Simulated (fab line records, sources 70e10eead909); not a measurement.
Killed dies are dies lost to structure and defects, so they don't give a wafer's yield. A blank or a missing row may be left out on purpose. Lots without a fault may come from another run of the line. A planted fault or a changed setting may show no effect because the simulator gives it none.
fab line records | flow nand_harc
record lots=13 wafers=39 last_day=24
route steps=1159 shown P_GATE@169 THIN_TSV@1118 END@1159
lots that met no fault: from a run of the same line without faults
start_h: hours from the record's first day to the start of the lot's first wafer shown | wait_h: hours since the lot's step before | " the same as in the row above | L1.1+2: a row that stands for several wafers | - no value, or no start given | * or withheld: withheld | < > ~ a bound
route shown NAME@n: a module of which the file shows steps, and the number in the route of the first | usual: mean/standard deviation of fault-free wafers | same: alike in all rows | chamber/n: place in a boat | sites: the reading at each site | _std_site: their standard deviation | _edge_site: outer sites' mean less inner sites' | radius_mm: how far each site lies from the wafer's centre | mask NAME#n: copy n | behind: the tool/chamber that last shaped the wafer | hold: why the lot was held/for how many hours/how that ended | device: the transistor (n, p or np) that didn't switch | end of line: the same wafers' tests at the end of the route | a step without rows: its recipe alone | killed: dies lost to structure and defects at the first sort, not the wafer's yield | map: a wafer's dies, x killed, . not, _ none there
set.NAME: the setting as run; set.NAME@STEP: as run at that earlier step | model.NAME: the simulator's own value behind a step, which no gauge read
steps of the route over a sample of lots; a table a step, a row a wafer
services: from which hour (start_h, from the record's first day; less than 0 if before it) a tool's chamber was out of use, for how many hours, and why
## steps
# step NHARC_P_GATE_DEVELOP_45
# recipe time_s=70
# columns lot.wafer tool chamber start_h wait_h
L933.1+2+5 litho_track-02 0 100 -
L934.1+4+5 litho_track-07 0 101 -
L936.2+4+6 litho_track-07 0 112 -
L937.1+3+5 litho_track-03 0 123 -
L939.3+4+5 litho_track-03 0 133 -
L938.2+5+6 litho_track-02 0 136 -
L940.2+5+6 litho_track-02 0 144 -
L942.1+2+3 litho_track-02 0 160 -
L943.1+3+4 litho_track-02 0 161 -
L946.1+4+6 litho_track-03 0 189 -
L948.1+3+6 litho_track-03 0 189 -
L952.1+2+6 litho_track-07 0 210 -
L956.1+4+5 litho_track-07 0 247 -
# step NHARC_THIN_TSV_DESCUM_14
# recipe time_s=3 o2_flow_sccm=200 ar_flow_sccm=0 bias_power_w=0 chemistry=O2
# usual drypump_motor_current_A=5.65/0.2 oes_product_au=0.998/0.007 rf_vpp_V=57.9/0.86 showerhead_plenum_p_Torr=1.92/0.074 throttle_valve_pct=11.311/0.0089
# columns lot.wafer tool chamber start_h wait_h drypump_motor_current_A oes_product_au rf_hours_counter_h rf_vpp_V showerhead_plenum_p_Torr throttle_valve_pct
L933.1 rie_diel-08 0 425.61 - 5.84 1.003 14 57.0 1.96 11.316
L933.2 " 1 " " 5.51 1.000 12 59.1 1.91 11.317
L933.5 " 2 " " 5.79 0.995 - 57.5 1.95 11.301
L934.1 rie_diel-05 1 426.81 - 5.91 0.992 5 57.2 1.82 11.307
L934.4 " 0 " " 5.47 0.994 5 59.4 2.06 11.322
L934.5 " 1 " " 5.90 1.000 - 58.7 1.82 11.321
L937.1 rie_diel-08 3 433.58 - 5.54 1.000 13 58.8 1.84 11.315
L937.3 " 0 " " 5.82 0.998 14 57.4 1.96 11.334
L937.5 " 2 " " 5.69 0.994 - 58.6 1.95 11.325
L936.2 rie_diel-06 2 434.93 - 5.84 0.992 0 58.6 1.97 11.315
L936.4 " 3 " " 5.55 0.997 0 56.9 1.84 11.313
L936.6 " 0 " " 5.30 0.989 - 59.7 2.03 11.322
L938.2 rie_diel-06 0 442.55 - 5.29 0.995 1 57.9 2.02 11.313
L938.5 " 3 " " 5.56 0.999 - 58.0 1.84 11.327
L938.6 " 0 " " 5.27 0.998 - 57.5 2.02 11.308
L939.3 rie_diel-08 0 448.29 - 5.82 0.993 15 58.1 1.96 11.301
L939.4 " 3 " " 5.52 1.000 14 58.1 1.84 11.307
L939.5 " 1 " " 5.53 0.994 - 58.3 1.91 11.318
L943.1 rie_diel-05 0 474.91 - 5.44 1.000 8 58.0 2.06 11.318
L943.4 " 1 " " 5.92 0.996 8 59.0 1.82 11.320
L943.3 " 2 " " 5.78 0.996 8 56.8 1.82 11.317
L940.2 rie_diel-08 3 477.13 - 5.49 1.000 18 58.4 1.84 11.307
L940.5 " 3 " " 5.50 1.013 - 57.3 1.84 11.310
L940.6 " 0 " " 5.83 0.996 - 56.4 1.96 11.321
L942.1 rie_diel-06 3 486.83 - 5.58 0.998 5 57.3 1.84 11.298
L942.2 " 0 " " 5.30 0.988 5 57.8 2.02 11.321
L942.3 " 1 " " 5.61 1.004 4 57.2 1.92 11.324
L946.1 rie_diel-06 1 520.40 - 5.56 0.998 6 57.4 1.92 11.292
L946.4 " 0 " " 5.28 0.996 7 58.0 2.02 11.304
L946.6 " 1 " " 5.58 1.018 - 59.4 1.92 11.313
L952.1 rie_diel-08 3 532.57 - 5.52 1.011 3 56.8 1.84 11.323
L952.2 " 1 " " 5.52 1.007 3 57.2 1.91 11.309
L952.6 " 2 " " 5.77 1.001 - 58.9 1.95 11.308
L956.1 rie_diel-08 0 565.39 - 5.86 0.986 6 57.7 1.95 11.302
L956.5 " 2 " " 5.72 1.000 - 58.1 1.95 11.315
L956.4 " 1 " " 5.53 0.995 - 58.9 1.91 11.321
# step NHARC_THIN_TSV_ETCH_15
# recipe target_depth_a=30000 bosch_target_overetch_cycles=2 bosch_etch_step_s=2.8 bosch_dep_step_s=1.2 bosch_cycles=14
# usual drypump_motor_current_A=5.8/0.34
# columns lot.wafer tool chamber start_h wait_h drypump_motor_current_A rf_hours_counter_h
L933.2 rie_si-02 2 426.25 - 5.8 0.2
L933.1 " 1 " " 5.8 0.3
L933.5 " 3 " " 6.1 -
L934.4 rie_si-06 3 427.47 - 5.7 0.4
L934.1 " 1 " " 6.2 0.5
L934.5 " 3 " " 5.7 -
L937.3 rie_si-06 1 434.22 - 6.2 0.6
L937.1 " 0 " " 5.4 0.5
L937.5 " 2 " " 6.1 -
L936.2 rie_si-02 0 435.58 - 5.2 0.3
L936.4 " 1 " " 5.7 0.4
L936.6 " 0 " " 5.2 -
L938.2 rie_si-02 1 443.22 - 5.8 0.5
L938.5 " 3 " " 6.1 -
L938.6 " 0 " " 5.2 -
L939.4 rie_si-02 1 448.94 - 5.8 0.5
L939.3 " 2 " " 5.7 0.4
L939.5 " 1 " " 5.8 -
L943.1 rie_si-06 2 475.56 - 6.1 0.7
L943.4 " 3 " " 5.8 0.8
L943.3 " 0 " " 5.4 0.8
L940.2 rie_si-01 3 477.81 - 5.0 1.6
L940.5 " 1 " " 5.8 -
L940.6 " 2 " " 5.5 -
L942.3 rie_si-06 0 487.49 - 5.4 1.0
L942.1 " 2 " " 6.1 0.9
L942.2 " 3 " " 5.8 1.0
L946.4 rie_si-02 0 521.07 - 5.1 1.2
L946.1 " 2 " " 5.7 1.2
L946.6 " 3 " " 6.1 -
L952.1 rie_si-06 2 533.36 - 6.1 1.3
L952.2 " 0 " " 5.4 1.3
L952.6 " 2 " " 6.1 -
L956.4 rie_si-06 0 566.17 - 5.4 0.2
L956.1 " 3 " " 5.8 0.1
L956.5 " 0 " " 5.4 -
# step NHARC_THIN_TSV_ETCH_59
# recipe target_depth_a=8800 icp_w=900 bias_w=100 Cl2_flow_sccm=60 bcl3_flow_sccm=30 time_s=138.1 chemistry=Cl2/BCl3
# usual drypump_motor_current_A=5.6/0.54 oes_product_au=1.000/0.006 throttle_valve_pct=22.264/0.0096
# columns lot.wafer tool chamber start_h wait_h drypump_motor_current_A oes_product_au rf_hours_counter_h throttle_valve_pct
L933.1 rie_metal-02 0 431.71 0.1 5.5 0.996 1.0 22.256
L933.2 " 1 " " 4.9 1.004 1.0 22.267
L933.5 " 1 " " 4.9 1.007 - 22.281
L934.1 rie_metal-03 0 432.92 0.1 6.5 1.000 3.7 22.261
L934.4 " 0 " " 6.5 0.985 - 22.248
L934.5 " 1 " " 5.2 0.997 - 22.248
L937.1 rie_metal-03 1 439.53 0.1 5.2 1.009 5.5 22.263
L937.3 " 1 " " 5.2 0.999 - 22.260
L937.5 " 1 " " 5.2 1.000 - 22.268
L936.2 rie_metal-03 0 441.05 0.1 6.5 1.001 4.1 22.278
L936.4 " 1 " " 5.2 1.008 - 22.262
L936.6 " 0 " " 6.5 1.007 - 22.266
L938.2 rie_metal-02 0 448.99 0.1 5.5 0.989 1.6 22.246
L938.5 " 1 " " 4.9 0.999 - 22.273
L938.6 " 0 " " 5.5 0.999 - 22.267
L939.4 rie_metal-01 1 455.91 0.2 5.9 1.008 - 22.248
L939.3 " 0 " " 5.8 0.996 - 22.278
L939.5 " 1 " " 5.9 1.000 - 22.257
L943.1 rie_metal-02 0 481.47 0.1 5.5 0.997 2.3 22.265
L943.4 " 1 " " 4.9 1.003 - 22.256
L943.3 " 0 " " 5.5 0.993 - 22.250
L940.2 rie_metal-02 1 483.40 0.2 4.9 1.001 2.6 22.264
L940.6 " 0 " " 5.5 1.007 - 22.260
L940.5 " 1 " " 4.9 1.001 - 22.257
L942.2 rie_metal-03 1 492.87 0.1 5.2 0.999 0.4 22.272
L942.1 " 0 " " 6.5 0.998 0.4 22.269
L942.3 " 1 " " 5.2 1.005 - 22.251
L946.1 rie_metal-03 1 526.44 0.1 5.2 0.999 1.7 22.260
L946.4 " 0 " " 6.5 1.003 - 22.253
L946.6 " 0 " " 6.5 1.000 - 22.263
L952.1 rie_metal-02 0 538.82 0.1 5.5 1.003 4.1 22.255
L952.2 " 1 " " 4.9 1.004 4.1 22.261
L952.6 " 0 " " 5.5 0.997 - 22.272
L956.1 rie_metal-01 0 571.82 0.1 5.8 0.999 1.0 22.273
L956.4 " 0 " " 5.8 0.995 - 22.275
L956.5 " 1 " " 5.9 0.998 - 22.283
# step NHARC_END_SORT_01
# recipe temp_c=25
# usual killed_at_array=26/8.6 killed_at_other=0.7/0.97 killed_at_periphery=3.2/2.2 killed_dies=30/8.9 killed_open=3.1/1.8 killed_short=2.2/1.8
# same gross_dies=677
# columns lot.wafer tool chamber start_h wait_h killed_at_array killed_at_other killed_at_periphery killed_dies killed_open killed_short
L948.1 prober-01 0 540.50 2.5 29 0 648 677 7 0
L948.3 prober-01 0 542.09 3.1 25 0 652 677 3 1
L948.6 prober-01 0 544.46 4.0 20 1 656 677 5 1
# killed by level:class
L948.1 P_GATE:area_develop=644 A_CHANNEL_HOLE_D1:chamber_film_flake=23 A_CONTACT:geometric_particle:open=3 P_GATE:geometric_particle:open=1 P_M0:geometric_particle:open=1 P_M1:geometric_particle:open=1 A_CHANNEL_FILL_D1:geometric_particle:open=1 P_GATE:chamber_film_flake=1
L948.3 P_GATE:area_develop=649 A_CHANNEL_HOLE_D1:chamber_film_flake=19 A_CONTACT:chamber_film_flake=4 P_ZERO_WELL:geometric_particle:open=1 P_GATE:geometric_particle:open=1 P_CONTACT:geometric_particle:open=1 A_WL_FILL:geometric_particle:short=1 A_STAIRCASE:chamber_film_flake=1
L948.6 P_GATE:area_develop=650 A_CHANNEL_HOLE_D1:chamber_film_flake=12 A_CONTACT:chamber_film_flake=6 P_GATE:geometric_particle:open=3 P_M0:geometric_particle:open=1 A_ONON_D1:geometric_particle:short=1 A_CHANNEL_FILL_D1:geometric_particle:open=1 P_STI:chamber_film_flake=1
## services
# columns tool chamber start_h hours kind
rie_si-06 2 83.90 8.3 repair
rie_metal-03 - 99.00 9.0 pm
rie_diel-08 - 124.80 9.0 pm
rie_metal-03 0 126.81 189.0 repair
rie_diel-08 2 142.47 13.4 repair
rie_si-06 - 183.00 9.0 pm
rie_si-06 - 192.54 0.1 repair
rie_si-06 3 226.62 2.8 repair
rie_si-06 - 247.70 1.1 repair
rie_diel-08 1 254.56 3.7 repair
rie_si-06 3 269.21 16.0 repair
rie_diel-08 3 275.15 3.4 repair
rie_diel-08 - 301.80 9.0 pm
rie_diel-08 3 356.36 3.5 repair
rie_si-06 - 360.00 9.0 pm
rie_si-06 2 403.34 21.9 repair
rie_diel-08 - 478.80 9.0 pm
rie_si-06 0 528.47 3.7 repair
rie_diel-08 0 530.59 4.2 repair
rie_si-06 - 537.00 9.0 pm
rie_diel-08 - 550.46 0.5 repair
rie_diel-08 0 551.45 4.3 repair
rie_diel-08 3 558.60 7.2 repair
rie_diel-08 0 569.29 9.1 repair
## key
first_sign step=NHARC_END_SORT_01 reading=killed_at_periphery direction=up sigmas=99+ usual=3.2 struck=652
effect step=NHARC_END_SORT_01 reading=killed_dies direction=up sigmas=73 usual=30 struck=677
more_kills_born_at NHARC_P_GATE_DEVELOP_45@litho_track-03=1943
met_at NHARC_P_GATE_DEVELOP_45
struck_lots L948
later_rows_left_out L948.1,L948.3,L948.6
tester_left_out L948
not_acting_at NHARC_THIN_TSV_DESCUM_14,NHARC_THIN_TSV_ETCH_15,NHARC_THIN_TSV_ETCH_59
fault kind=process_parameter_drift tool=litho_track-03 chamber=- onset_h=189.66 steps=NHARC_P_GATE_DEVELOP_45 channel=time_s offset=* shape=step acts_in=* stated=*
# tester_left_out: of these lots the tester's yield and bins aren't shown, on N5 and GAA mostly nor the transistor test; their killed dies are dies lost to structure and defects alone, not to doping, threshold or leakage, so they don't give the yield
# later_rows_left_out: the simulator's readings of these wafers behind a module that went badly wrong aren't trusted and aren't shown, but for the sort
